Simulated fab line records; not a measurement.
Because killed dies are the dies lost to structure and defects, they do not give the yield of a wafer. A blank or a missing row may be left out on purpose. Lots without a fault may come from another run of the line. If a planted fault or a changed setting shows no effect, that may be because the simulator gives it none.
Comparing a struck lot with a sound one :: flow nandHarc :: 14 steps out of a route of 1302
Sound: wafers L504.3, L504.5, L504.6. Wafers struck: L494.2, L494.5. The cause comes at the end.
Each step with rows lists, per side, the tool, then ch with its chambers, then its first start. Under that, the readings that differ: sound wafers :: struck wafers :: difference of the means :: sigmas: that difference in standard deviations of wafers without a fault.
alike: readings with means less than 2 such deviations apart, plus words and numbers identical on both sides. not compared: withheld readings, readings lacking a value on some wafer, bounds such as >300 that could conceal the same value, and numbers that have no deviation in the record and whose values overlap.
Wherever a step has rows on one side only, a row that says differs or no value, or a row with sigmas, the two part there. When numbers do not overlap yet have no deviation, they are printed without sigmas and do not part them. A reading missing from all wafers of one side parts the sides only when that side holds two or more wafers.

first, 7 steps without rows for these wafers: NHARC_A_BLC_COAT_03 (time 65 s); NHARC_A_BLC_COAT_04 (resist thk 90 nm); NHARC_A_BLC_SOFTBAKE_05 (time 55 s); NHARC_A_BLC_EBR_06; NHARC_A_BLC_EXPOSE_07 (exposes mask A BLC, target cd 100 nm); NHARC_A_BLC_PEB_08 (peb time 65 s); NHARC_A_BLC_DEVELOP_09 (develop time 35 s).
NHARC_A_BLC_CD_MEAS_10: the cd target is 100 nm.
  sound on cdSem-03 ch 0, day 31 19:12; struck on cdSem-03 ch 0, day 26 23:52
  alike: cdNm
NHARC_A_BLC_OVL_MEAS_11:
  sound on overlay-02, day 31 19:17; struck on overlay-01, day 26 23:57
  alike: overlayXNm, overlayYNm
NHARC_A_BLC_INSPECT_12:
  sound on defectInspect-01, day 31 19:19; struck on defectInspect-02, day 26 23:59
  alike: rawDefectCount
NHARC_A_BLC_DESCUM_15: chemistry O2, time 3 s.
  sound on rieDiel-07 ch 1,2,3, day 31 19:25; struck on rieDiel-07 ch 2,3, day 27 00:04
  alike: drypumpMotorCurrentA, oesProductAu, rfVppV, showerheadPlenumPTorr, throttleValvePct
  not compared: rfHoursCounterH
NHARC_A_BLC_ETCH_16: etches the open film in CF4, target depth 39 nm, time 65 s.
  sound on rieDiel-07 ch 1,2,3, day 31 19:40; struck on rieDiel-07 ch 0,3, day 27 00:08
  alike: drypumpMotorCurrentA, oesProductAu, rfVppV, runLengthS, showerheadPlenumPTorr, throttleValvePct
  not compared: rfHoursCounterH
NHARC_A_BLC_ETCH_17: etches the open film in N2/H2, target depth 390 nm, time 609.38 s.
  sound on rieDiel-07 ch 2,3, day 31 19:47; struck on rieDiel-07 ch 0,2, day 27 00:19
reading: runLengthS (s)
sound: 630.9 630.7 630.7
struck: 586.5 586.5
difference: -44.3
sigmas: -92
  alike: drypumpMotorCurrentA, oesProductAu, rfVppV, showerheadPlenumPTorr, throttleValvePct
  not compared: rfHoursCounterH
NHARC_A_BLC_ETCH_18: etches the open film in C4F8/O2/Ar, target depth 910 nm.
  sound: rieDiel-07 ch 1,2; struck: rieDiel-07 ch 0,3
  alike: oesProductAu, rfVppV
  not compared: rfHoursCounterH

== WHERE THEY PART ==
Only at NHARC_A_BLC_ETCH_17, as far as this record shows. Later steps at which nothing parts them and some readings are alike: NHARC_A_BLC_ETCH_18.

WHY: the cause the simulator had injected
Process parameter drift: rieDiel-07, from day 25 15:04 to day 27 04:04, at NHARC_A_BLC_ETCH_17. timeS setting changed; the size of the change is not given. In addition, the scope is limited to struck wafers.
